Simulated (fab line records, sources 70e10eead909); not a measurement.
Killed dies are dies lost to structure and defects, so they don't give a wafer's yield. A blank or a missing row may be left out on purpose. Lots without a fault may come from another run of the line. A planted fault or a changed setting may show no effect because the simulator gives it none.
Chamber matching | flow nand_harc | NHARC_A_M1_CMP_23 on cmp-04: 4 sister chambers
The step polishes, t overpolish 20 s, target thk 154.34 nm. 18 wafers are shown with their chamber, then 9 later ones without.

WAFERS WITH THEIR CHAMBER
wafer  | chamber | motor_current_A (A) | time_to_endpoint_s (s) | edge_zone_pressure_frac
L079.1 | 0       | 11.7                | 28.2                   | 0.997
L079.2 | 3       | 11.4                | 31.2                   | 0.995
L079.6 | 2       | 12.6                | 28.8                   | 1.002
L086.2 | 0       | 11.2                | 31.3                   | 0.999
L086.4 | 3       | 11.2                | 33.7                   | 0.997
L086.6 | 0       | 11.5                | 30.4                   | 1.002
L083.2 | 0       | 10.9                | 26.2                   | 1.001
L083.3 | 3       | 11.4                | 29.5                   | 0.999
L083.4 | 1       | 11.3                | 27.6                   | 0.999
L087.1 | 2       | 12.0                | 30.0                   | 0.994
L087.2 | 0       | 11.2                | 26.3                   | 0.997
L087.3 | 3       | 11.9                | 29.6                   | 1.005
L088.4 | 3       | 10.8                | 31.3                   | 1.002
L088.5 | 2       | 11.7                | 29.1                   | 1.004
L088.6 | 1       | 12.0                | 29.6                   | 0.997
L093.2 | 3       | 11.6                | 33.6                   | 1.005
L093.4 | 0       | 11.5                | 30.8                   | 0.990
L093.6 | 1       | 11.5                | 30.0                   | 1.002

SIGNATURES (means of the wafers above)
reading                 | chamber 0 | chamber 1 | chamber 2 | chamber 3 | scatter within a chamber
motor_current_A         | 11.333    | 11.600    | 12.100    | 11.383    | 0.357
time_to_endpoint_s      | 28.867    | 29.067    | 29.300    | 31.483    | 1.84
edge_zone_pressure_frac | 0.99767   | 0.99933   | 1.00000   | 1.00050   | 0.0042
Rule: a wafer's distance from a chamber is the root of the sum, over the readings, of the square of ((its reading less the chamber's mean) divided by the reading's scatter). The wafer belongs to the nearest chamber; if the next one is less than 2 further off, it can't be placed. The scatter: the root of (the sum of the squares of (reading less its chamber's mean) over the shown wafers, divided by (wafers less chambers)).

WAFERS WITHOUT THEIR CHAMBER
wafer  | motor_current_A (A) | time_to_endpoint_s (s) | edge_zone_pressure_frac
L094.1 | 11.5                | 31.7                   | 0.997
L094.5 | 12.1                | 33.1                   | 0.992
L094.6 | 11.4                | 32.5                   | 0.995
L095.1 | 11.7                | 26.4                   | 0.998
L095.4 | 12.1                | 27.3                   | 1.002
L095.6 | 11.5                | 31.8                   | 1.001
L096.1 | 12.4                | 29.5                   | 1.009
L096.5 | 11.9                | 32.1                   | 0.996
L096.6 | 12.1                | 28.2                   | 0.998

WHICH CHAMBER EACH WENT THROUGH
wafer  | from the rows above               | in truth
L094.1 | can't be placed: 3 or 1 or 0 or 2 | 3
L094.5 | can't be placed: 2 or 3 or 1 or 0 | 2
L094.6 | can't be placed: 3 or 0 or 1 or 2 | 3
L095.1 | can't be placed: 1 or 0 or 2 or 3 | 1
L095.4 | can't be placed: 2 or 1 or 0 or 3 | 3
L095.6 | can't be placed: 3 or 1 or 0 or 2 | 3
L096.1 | can't be placed: 2 or 1 or 3 or 0 | 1
L096.5 | can't be placed: 3 or 2 or 1 or 0 | 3
L096.6 | can't be placed: 2 or 1 or 0 or 3 | 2
Placed correctly: 0 of 9. Can't be placed from these rows: 9 (the true chamber is among the candidates in 9). Placed wrongly: 0.
